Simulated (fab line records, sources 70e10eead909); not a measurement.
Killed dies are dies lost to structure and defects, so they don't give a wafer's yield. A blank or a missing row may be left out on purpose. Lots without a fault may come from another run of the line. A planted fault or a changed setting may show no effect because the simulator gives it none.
fab line records | flow nand_harc
record lots=5 wafers=15 last_day=32
route steps=1302 shown P_GATE@170 END@1302
lots that met no fault: from a run of the same line without faults
start_h: hours from the record's first day to the start of the lot's first wafer shown | wait_h: hours since the lot's step before | " the same as in the row above | L1.1+2: a row that stands for several wafers | - no value, or no start given | * or withheld: withheld | < > ~ a bound
route shown NAME@n: a module of which the file shows steps, and the number in the route of the first | usual: mean/standard deviation of fault-free wafers | same: alike in all rows | chamber/n: place in a boat | sites: the reading at each site | _std_site: their standard deviation | _edge_site: outer sites' mean less inner sites' | radius_mm: how far each site lies from the wafer's centre | mask NAME#n: copy n | behind: the tool/chamber that last shaped the wafer | hold: why the lot was held/for how many hours/how that ended | device: the transistor (n, p or np) that didn't switch | end of line: the same wafers' tests at the end of the route | a step without rows: its recipe alone | killed: dies lost to structure and defects at the first sort, not the wafer's yield | map: a wafer's dies, x killed, . not, _ none there
set.NAME: the setting as run; set.NAME@STEP: as run at that earlier step | model.NAME: the simulator's own value behind a step, which no gauge read
lots at some steps of the route; a table a step, a row a wafer
services: from which hour (start_h, from the record's first day; less than 0 if before it) a tool's chamber was out of use, for how many hours, and why
## steps
# step NHARC_P_GATE_CD_MEAS_46
# recipe target_cd_nm=720 landing_energy_ev=500
# usual cd_nm=720.3/2
# columns lot.wafer tool chamber start_h wait_h cd_nm
L154.1 cd_sem-02 0 120.89 - 719.8
L154.4 " 0 " " 721.6
L154.5 " 0 " " 722.0
L165.1 cd_sem-03 0 225.45 - 721.0
L165.4 " 0 " " 723.8
L165.6 " 0 " " 719.8
L166.1 cd_sem-03 0 236.59 - 721.8
L166.3 " 0 " " 723.3
L166.6 " 0 " " 718.8
L168.1 cd_sem-02 0 265.36 - 718.2
L168.3 " 0 " " 717.1
L168.4 " 0 " " 722.3
L171.1 cd_sem-02 0 289.12 - 721.0
L171.5 " 0 " " 724.9
L171.6 " 0 " " 721.4
# step NHARC_P_GATE_HARDBAKE_47
# recipe temp_c=125 time_s=80
# step NHARC_P_GATE_DESCUM_48
# recipe time_s=3 o2_flow_sccm=200 ar_flow_sccm=0 bias_power_w=0 chemistry=O2
# usual drypump_motor_current_A=5.6/0.48 oes_product_au=0.996/0.0097 rf_vpp_V=57.9/0.95 showerhead_plenum_p_Torr=1.92/0.089 throttle_valve_pct=11.311/0.0085
# columns lot.wafer tool chamber start_h wait_h drypump_motor_current_A oes_product_au rf_hours_counter_h rf_vpp_V showerhead_plenum_p_Torr throttle_valve_pct
L154.4 rie_diel-04 1 121.07 - 5.6 1.009 4.6 57.9 1.80 11.302
L154.1 " 2 " " 5.8 1.013 5.2 56.2 1.79 11.303
L154.5 " 0 " " 5.2 1.019 - 57.7 1.95 11.309
L165.1 rie_diel-12 3 225.61 - 6.1 0.988 6.2 57.9 1.88 11.313
L165.4 " 2 " " 4.7 1.009 5.9 59.0 1.98 11.328
L165.6 " 0 " " 5.6 0.996 - 58.2 2.04 11.321
L166.3 rie_diel-11 3 236.75 - 5.8 0.991 8.8 58.5 1.85 11.311
L166.1 " 0 " " 4.7 0.982 10.1 57.7 1.97 11.308
L166.6 " 3 " " 5.8 0.983 - 56.5 1.85 11.316
L168.3 rie_diel-11 0 265.52 - 4.7 0.989 0 58.1 1.97 11.301
L168.1 " 2 " " 6.1 0.997 0 57.4 1.96 11.302
L168.4 " 3 " " 5.8 0.986 0 59.3 1.85 11.310
L171.1 rie_diel-11 2 289.31 - 6.1 1.000 1.8 58.8 1.96 11.317
L171.6 " 3 " " 5.8 0.993 - 57.3 1.85 11.312
L171.5 " 0 " " 4.7 0.984 - 57.3 1.97 11.317
# step NHARC_P_GATE_IMPLANT_49
# recipe energy_kev=30 dose_cm2=3e+15 tilt_deg=7
# step NHARC_P_GATE_STRIP_111
# recipe power_w=1500 temp_c=110 time_s=250 chemistry=N2/H2
# usual drypump_motor_current_A=5.7/0.54 heater_power_w=91/6.6
# columns lot.wafer tool chamber start_h wait_h drypump_motor_current_A heater_power_w rf_hours_counter_h
L154.1 plasma_asher-02 0 121.48 0.2 6.5 97 6
L154.4 " 1 " " 5.8 98 -
L154.5 " 1 " " 5.8 99 -
L165.1 plasma_asher-02 0 225.98 0.2 6.5 95 33
L165.4 " 1 " " 5.8 100 -
L165.6 " 0 " " 6.5 97 -
L166.1 plasma_asher-02 0 237.18 0.2 6.5 97 35
L166.3 " 0 " " 6.5 95 -
L166.6 " 1 " " 5.8 100 -
L168.1 plasma_asher-01 1 265.94 0.2 5.1 89 19
L168.4 " 0 " " 5.4 83 -
L168.3 " 1 " " 5.1 87 -
L171.1 plasma_asher-01 0 289.70 0.2 5.4 83 24
L171.6 " 1 " " 5.0 88 -
L171.5 " 0 " " 5.3 85 -
# step NHARC_P_GATE_STRIP_75
# recipe power_w=1500 temp_c=250 chemistry=O2
# usual drypump_motor_current_A=5.7/0.55 heater_power_w=342/25
# columns lot.wafer tool chamber start_h wait_h drypump_motor_current_A heater_power_w rf_hours_counter_h
L154.1 plasma_asher-02 0 121.75 0.2 6.5 356 6
L154.4 " 1 " " 5.8 376 -
L154.5 " 1 " " 5.8 371 -
L165.1 plasma_asher-02 0 226.28 0.3 6.5 352 33
L165.4 " 1 " " 5.8 362 -
L165.6 " 0 " " 6.5 365 -
L166.1 plasma_asher-02 0 237.44 0.2 6.5 371 35
L166.3 " 0 " " 6.5 361 -
L166.6 " 1 " " 5.8 384 -
L168.1 plasma_asher-01 1 266.21 0.2 5.0 326 20
L168.4 " 0 " " 5.4 305 -
L168.3 " 1 " " 5.1 323 -
L171.1 plasma_asher-01 0 289.96 0.2 5.3 314 24
L171.6 " 1 " " 5.1 323 -
L171.5 " 0 " " 5.3 314 -
# step NHARC_P_GATE_STRIP_50
# recipe time_s=900 temp_c=130 chemistry=SPM
# step NHARC_P_GATE_DEHYDRATE_51
# recipe temp_c=150 time_s=120
# step NHARC_P_GATE_HMDS_52
# recipe time_s=30
# step NHARC_P_GATE_COAT_53
# recipe spin_rpm=3000
# step NHARC_P_GATE_SOFTBAKE_54
# recipe temp_c=122 time_s=95
# step NHARC_P_GATE_EBR_55
# step NHARC_P_GATE_EXPOSE_56
# recipe na=0.6 target_cd_nm=720 dose_mj=14.81 mask_id=P_PSD
# columns lot.wafer tool chamber start_h wait_h mask
L154.1+4+5 krf_scanner-04 0 122.59 - P_PSD#0
L165.1+4+6 krf_scanner-02 0 227.05 - P_PSD#0
L166.1+3+6 krf_scanner-04 0 238.20 - P_PSD_R1#0
L168.1+3+4 krf_scanner-04 0 266.96 - P_PSD#0
L171.1+5+6 krf_scanner-01 0 290.73 - P_PSD#0
# step NHARC_P_GATE_PEB_57
# recipe peb_temp_c=118 peb_time_s=85
# step NHARC_END_SORT_01
# recipe temp_c=25
# usual killed_at_array=46/16 killed_at_other=0.9/1.3 killed_at_periphery=4.1/3 killed_dies=51/17 killed_open=3.5/1.8 killed_short=2.5/1.8
# same gross_dies=677
# columns lot.wafer tool chamber start_h wait_h killed_at_array killed_at_other killed_at_periphery killed_dies killed_open killed_short
L154.1 prober-01 0 571.20 2.5 77 0 4 81 3 1
L154.4 prober-01 0 573.63 3.4 58 0 4 62 4 0
L154.5 prober-01 0 574.44 3.7 74 0 6 80 4 3
L166.1 prober-02 0 678.92 2.5 28 0 1 29 4 4
L166.3 prober-02 0 680.53 3.1 20 0 6 26 6 3
L166.6 prober-02 0 682.93 4.0 24 0 6 30 4 1
L165.1 prober-01 0 689.88 2.5 39 0 10 49 2 2
L165.4 prober-01 0 692.27 3.4 32 2 7 41 4 1
L165.6 prober-01 0 693.86 4.0 34 2 8 44 8 4
L171.1 prober-02 0 768.74 2.5 34 0 8 42 1 1
L171.5 prober-02 0 771.89 3.6 33 2 9 44 3 4
L171.6 prober-02 0 772.67 3.9 25 0 3 28 2 3
# killed by level:class
L154.1 A_CHANNEL_HOLE_D1:chamber_film_flake=29 A_CHANNEL_HOLE_D2:chamber_film_flake=20 A_SLIT:chamber_film_flake=18 A_BLC:geometric_particle:open=3 A_CONTACT:chamber_film_flake=3 P_M1:chamber_film_flake=2 A_CONTACT:unspecified=2 A_WL_FILL:geometric_particle:short=1
L154.4 A_SLIT:chamber_film_flake=16 A_CHANNEL_HOLE_D2:chamber_film_flake=14 A_CHANNEL_HOLE_D1:chamber_film_flake=13 A_CONTACT:chamber_film_flake=3 A_M0:geometric_particle:open=2 P_ZERO_WELL:chamber_film_flake=2 P_M1:chamber_film_flake=2 A_DECK1_JOINT:chamber_film_flake=2
L154.5 A_CHANNEL_HOLE_D1:chamber_film_flake=28 A_CHANNEL_HOLE_D2:chamber_film_flake=14 A_SLIT:chamber_film_flake=11 A_CONTACT:chamber_film_flake=9 P_GATE:chamber_film_flake=3 P_M1:chamber_film_flake=2 A_CHANNEL_FILL_D1:chamber_film_flake=2 A_STAIRCASE:chamber_film_flake=2
L166.1 A_CHANNEL_HOLE_D1:chamber_film_flake=8 A_DECK1_JOINT:chamber_film_flake=4 A_CONTACT:chamber_film_flake=4 A_SLIT:chamber_film_flake=3 A_CHANNEL_FILL_D2:geometric_particle:short=2 A_CONTACT:geometric_particle:open=2 A_CHANNEL_FILL_D1:geometric_particle:short=1 A_ONON_D2:geometric_particle:short=1
L166.3 A_CHANNEL_HOLE_D1:chamber_film_flake=8 P_M1:chamber_film_flake=2 A_CONTACT:chamber_film_flake=2 P_M0:geometric_particle:short=1 P_M0:geometric_particle:open=1 A_ONON_D1:geometric_particle:short=1 A_ONON_D1:geometric_particle:open=1 A_ONON_D2:geometric_particle:open=1
L166.6 A_CHANNEL_HOLE_D1:chamber_film_flake=17 A_CONTACT:chamber_film_flake=4 P_M1:chamber_film_flake=2 P_M0:geometric_particle:open=1 P_M2:geometric_particle:short=1 P_M2:geometric_particle:open=1 A_CHANNEL_HOLE_D1:geometric_particle:open=1 A_BLC:geometric_particle:open=1
L165.1 A_CHANNEL_HOLE_D2:chamber_film_flake=16 A_CHANNEL_HOLE_D1:chamber_film_flake=8 P_GATE:chamber_film_flake=4 P_M1:chamber_film_flake=4 A_M1:chamber_film_flake=4 A_WL_FILL:chamber_film_flake=3 A_SLIT:chamber_film_flake=2 P_CONTACT:geometric_particle:open=1
L165.4 A_CHANNEL_HOLE_D2:chamber_film_flake=12 P_M1:chamber_film_flake=4 A_CHANNEL_HOLE_D1:chamber_film_flake=4 A_M1:chamber_film_flake=4 A_STAIRCASE:chamber_film_flake=2 A_WL_FILL:chamber_film_flake=2 A_CONTACT:chamber_film_flake=2 HYBRID_BOND:chamber_film_flake=2
L165.6 A_CHANNEL_HOLE_D2:chamber_film_flake=15 A_CHANNEL_HOLE_D1:chamber_film_flake=8 P_M0:geometric_particle:open=4 P_M1:chamber_film_flake=2 A_SLIT:chamber_film_flake=2 A_WL_FILL:chamber_film_flake=2 A_M1:chamber_film_flake=2 P_M0:geometric_particle:short=1
L171.1 A_CHANNEL_HOLE_D1:chamber_film_flake=9 A_CONTACT:chamber_film_flake=8 A_SLIT:chamber_film_flake=6 P_STI:chamber_film_flake=3 P_M1:chamber_film_flake=3 A_CHANNEL_FILL_D1:chamber_film_flake=3 A_STAIRCASE:chamber_film_flake=2 A_CHANNEL_HOLE_D2:chamber_film_flake=2
L171.5 A_CONTACT:chamber_film_flake=11 A_CHANNEL_HOLE_D1:chamber_film_flake=4 P_M1:chamber_film_flake=3 A_WL_FILL:chamber_film_flake=3 P_STI:chamber_film_flake=2 P_GATE:chamber_film_flake=2 THIN_TSV:chamber_film_flake=2 A_STAIRCASE:chamber_film_flake=2
L171.6 A_CHANNEL_HOLE_D1:chamber_film_flake=10 A_CONTACT:chamber_film_flake=6 P_M1:chamber_film_flake=2 A_CHANNEL_FILL_D1:chamber_film_flake=2 A_CHANNEL_FILL_D2:geometric_particle:open=1 A_CHANNEL_FILL_D2:geometric_particle:short=1 A_SGD_CUT:geometric_particle:open=1 A_WL_FILL:geometric_particle:short=1
## services
# columns tool chamber start_h hours kind
krf_scanner-01 - 98.84 0.8 repair
krf_scanner-01 - 104.49 3.1 repair
plasma_asher-01 - 128.80 2.5 repair
krf_scanner-02 - 128.86 8.2 repair
rie_diel-12 2 132.61 3.4 repair
krf_scanner-04 - 137.31 0.2 repair
krf_scanner-01 - 138.04 0.3 repair
krf_scanner-01 - 140.00 4.0 pm
rie_diel-11 3 149.74 8.9 repair
plasma_asher-01 - 156.04 1.6 repair
plasma_asher-01 - 165.00 9.0 pm
rie_diel-12 2 171.27 3.3 repair
rie_diel-04 0 176.63 23.5 repair
rie_diel-04 - 177.90 9.0 pm
krf_scanner-04 - 182.00 4.0 pm
krf_scanner-02 - 201.51 0.5 repair
rie_diel-11 1 206.31 2.0 repair
rie_diel-11 2 224.62 5.0 repair
rie_diel-04 2 235.87 5.6 repair
rie_diel-04 1 236.76 4.6 repair
rie_diel-12 2 236.78 9.8 repair
plasma_asher-02 - 249.00 9.0 pm
rie_diel-11 - 255.57 9.0 pm
rie_diel-11 0 270.32 8.9 repair
## key
first_sign step=NHARC_P_GATE_EXPOSE_56 reading=mask direction=changed
effect none on later readings
met_at NHARC_P_GATE_EXPOSE_56
struck_wafers L166.1,L166.3,L166.6
tester_left_out L166
onset_between 122.59 238.20
fault kind=wrong_mask tool=any chamber=- onset_h=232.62 steps=NHARC_P_GATE_EXPOSE_56 aux_copy=P_PSD_R1#0 cd_offset_nm=-4.3559 scope=struck_lots_only
# tester_left_out: of these lots the tester's yield and bins aren't shown, on N5 and GAA mostly nor the transistor test; their killed dies are dies lost to structure and defects alone, not to doping, threshold or leakage, so they don't give the yield
